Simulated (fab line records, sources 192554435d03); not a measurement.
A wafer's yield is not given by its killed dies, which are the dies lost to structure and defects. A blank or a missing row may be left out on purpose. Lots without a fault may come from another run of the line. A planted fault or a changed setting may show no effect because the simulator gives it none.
Chamber matching ; flow n5Finfet ; pecvd-01 running N5_BEOL_M14_ILD_DEP_00: 3 sister chambers
The step deposits SiO2 from TEOS/O2, target thk 1119.3 nm, time 237.4 s. 24 wafers are shown with their chamber, then 12 later ones without.

WAFERS PAIRED WITH THEIR CHAMBERS
wafer;chamber;throttleValvePct (%);showerheadPlenumPTorr (Torr);susceptorTempC (C)
L074.1;1;18.7;8.29;399.80
L074.3;1;19.0;8.28;399.89
L074.5;1;18.7;8.28;399.57
L075.2;2;17.3;8.34;400.13
L075.4;2;17.1;8.35;399.70
L075.6;2;17.1;8.35;399.81
L077.1;0;17.7;8.41;399.80
L077.2;2;17.0;8.34;400.27
L077.6;2;17.2;8.35;400.16
L078.1;0;17.8;8.38;400.18
L078.4;2;17.1;8.34;400.29
L078.6;0;17.7;8.38;399.99
L081.1;0;17.7;8.40;399.67
L081.5;0;17.7;8.39;399.84
L081.6;2;17.4;8.38;399.85
L083.1;2;17.1;8.36;399.81
L083.2;0;17.7;8.38;399.84
L083.5;2;17.1;8.36;400.13
L082.1;2;17.2;8.36;399.48
L082.3;1;18.7;8.28;399.97
L082.5;0;17.6;8.38;400.05
L086.1;2;16.9;8.34;400.04
L086.3;0;17.5;8.39;400.10
L086.5;2;17.2;8.36;399.86

SIGNATURES (means of the wafers above)
reading;chamber 0;chamber 1;chamber 2;scatter within a chamber
throttleValvePct;17.675;18.775;17.142;0.122
showerheadPlenumPTorr;8.3887;8.2825;8.3525;0.0111
susceptorTempC;399.9338;399.8075;399.9608;0.215
Rule: for each reading, subtract the chamber's mean from the wafer's reading, divide by that reading's scatter and square the result; add these up over the readings and take the root, which gives the wafer's distance from the chamber. If the next closest chamber is less than 2 further off than the closest, the wafer can't be placed; otherwise it belongs to the closest. How the scatter is found: for the shown wafers, subtract from each reading the mean of its chamber, square and add these, divide the total by (wafers less chambers), then take the root.

WAFERS WITH NO CHAMBER GIVEN
wafer;throttleValvePct (%);showerheadPlenumPTorr (Torr);susceptorTempC (C)
L092.1;17.6;8.41;400.20
L092.2;17.3;8.36;400.18
L092.3;18.6;8.29;400.18
L095.1;17.9;8.41;400.14
L095.3;19.0;8.31;399.82
L095.6;17.2;8.35;399.21
L096.2;17.6;8.41;399.87
L096.3;18.9;8.30;400.46
L096.6;18.7;8.32;399.98
L097.1;17.6;8.39;399.93
L097.3;17.2;8.35;400.40
L097.6;17.8;8.38;399.93

WHICH CHAMBER EACH ONE RAN IN
wafer;from the rows above;in truth
L092.1;0;0
L092.2;2;2
L092.3;1;1
L095.1;0;0
L095.3;1;1
L095.6;2;2
L096.2;0;0
L096.3;1;1
L096.6;1;1
L097.1;0;0
L097.3;2;2
L097.6;0;0
Placed correctly: 12 of 12. Can't be placed from these rows: 0. Wrongly placed: 0.
